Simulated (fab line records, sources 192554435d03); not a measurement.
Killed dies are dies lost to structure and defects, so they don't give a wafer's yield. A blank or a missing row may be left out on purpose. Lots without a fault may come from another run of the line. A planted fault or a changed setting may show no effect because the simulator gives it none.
Split-lot experiment | flow n5_finfet | 7 lots, 21 wafers read, on a route of 1938 steps

THE SPLIT
At N5_SD_EPI_P_COAT_34 (time 60 s, resist thk 350 nm), the setting spin_rpm was moved away from the recipe's 1500 rpm on 6 of the 21 wafers read, by -4.8% to +7.5%. The other wafers ran this setting at the recipe's value.

The reading is taken at the split's own step.

THE READING
SOC_of_SD_EPI_P_COAT_34.thk_nm (the simulator's own value, which no gauge read), in nm, at N5_SD_EPI_P_COAT_34 (time 60 s, resist thk 350 nm). The file gives no usual value for it. The 15 wafers here that ran the recipe average 350.3 nm, standard deviation 1.5 nm.

wafer  | tool, chamber at the split | spin_rpm as run, rpm | against the recipe | SOC_of_SD_EPI_P_COAT_34.thk_nm, nm | against lot-mates on the recipe
L076.3 | litho_track-01, 0          | 1500                 | recipe             | 352.6                              | -
L076.4 | litho_track-01, 0          | 1500                 | recipe             | 350.4                              | -
L076.6 | litho_track-01, 0          | 1500                 | recipe             | 352.4                              | -
L080.1 | litho_track-01, 0          | 1500                 | recipe             | 350.4                              | -
L080.3 | litho_track-01, 0          | 1500                 | recipe             | 350.2                              | -
L080.5 | litho_track-01, 0          | 1500                 | recipe             | 350                                | -
L081.1 | litho_track-03, 0          | 1500                 | recipe             | 348.2                              | -
L081.2 | litho_track-03, 0          | 1500                 | recipe             | 347.8                              | -
L081.4 | litho_track-03, 0          | 1500                 | recipe             | 348                                | -
L084.2 | litho_track-04, 0          | 1500                 | recipe             | 352.4                              | -
L084.3 | litho_track-04, 0          | 1612                 | +7.5%              | 340                                | -12.4
L084.4 | litho_track-04, 0          | 1612                 | +7.5%              | 339.6                              | -12.8
L085.1 | litho_track-01, 0          | 1563                 | +4.2%              | 342.8                              | -6.2
L085.2 | litho_track-01, 0          | 1563                 | +4.2%              | 342.6                              | -6.4
L085.4 | litho_track-01, 0          | 1500                 | recipe             | 349                                | -
L093.2 | litho_track-01, 0          | 1500                 | recipe             | 350.4                              | -
L093.5 | litho_track-01, 0          | 1500                 | recipe             | 350.4                              | -
L093.3 | litho_track-01, 0          | 1551                 | +3.4%              | 345                                | -5.4
L095.1 | litho_track-03, 0          | 1500                 | recipe             | 351.8                              | -
L095.2 | litho_track-03, 0          | 1500                 | recipe             | 350.4                              | -
L095.5 | litho_track-03, 0          | 1428                 | -4.8%              | 359.6                              | +8.5

THE FIT
A straight line over all 21 wafers: SOC_of_SD_EPI_P_COAT_34.thk_nm changes by -1.57 nm for each +1% of spin_rpm; r = -0.95; the points scatter about the line by 1.5 nm.
The same after taking each lot's own level away (the mean of its wafers on the recipe; 21 wafers): -1.67 nm for each +1%; r = -0.99; scatter 0.53 nm.
On that fit, the largest move of spin_rpm shifts the reading by 12 nm.
The lots' own levels span 348.00 to 352.40 nm, that is 2.9 times the standard deviation above.
So the lot-to-lot level changes the slope little: the two slopes agree.
Check: with one of the wafers moved furthest among these (+7.5%) left out of the fit, the line predicts -12.3 nm for it against its lot-mates. It came out at -12.4 nm against them.

OTHER SPLITS ON THESE WAFERS
These wafers also went through other splits before the reading. Each is held against what the fit with the lots' levels taken away leaves over:
other split on the same wafers            | wafers away from the commonest value | r with SOC_of_SD_EPI_P_COAT_34.thk_nm (lot level and that fit taken away)
N5_PMOS_HMC_CHANNEL_EPI_COAT_31 spin_rpm  | 3                                    | +0.36
N5_PMOS_HMC_CHANNEL_EPI_PEB_07 peb_time_s | 9                                    | -0.15
N5_FIN_CUT_COAT_02 spin_rpm               | 5                                    | +0.14
N5_DUMMY_GATE_CVD_03 temp_c               | 15                                   | -0.22
N5_DUMMY_GATE_COAT_09 spin_rpm            | 5                                    | -0.39
N5_SD_EPI_N_COAT_33 spin_rpm              | 7                                    | -0.02

THE FILE'S OWN FIT
SOC_of_SD_EPI_P_COAT_34.thk_nm changes by -1.66 nm for each +1% of spin_rpm, r = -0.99.
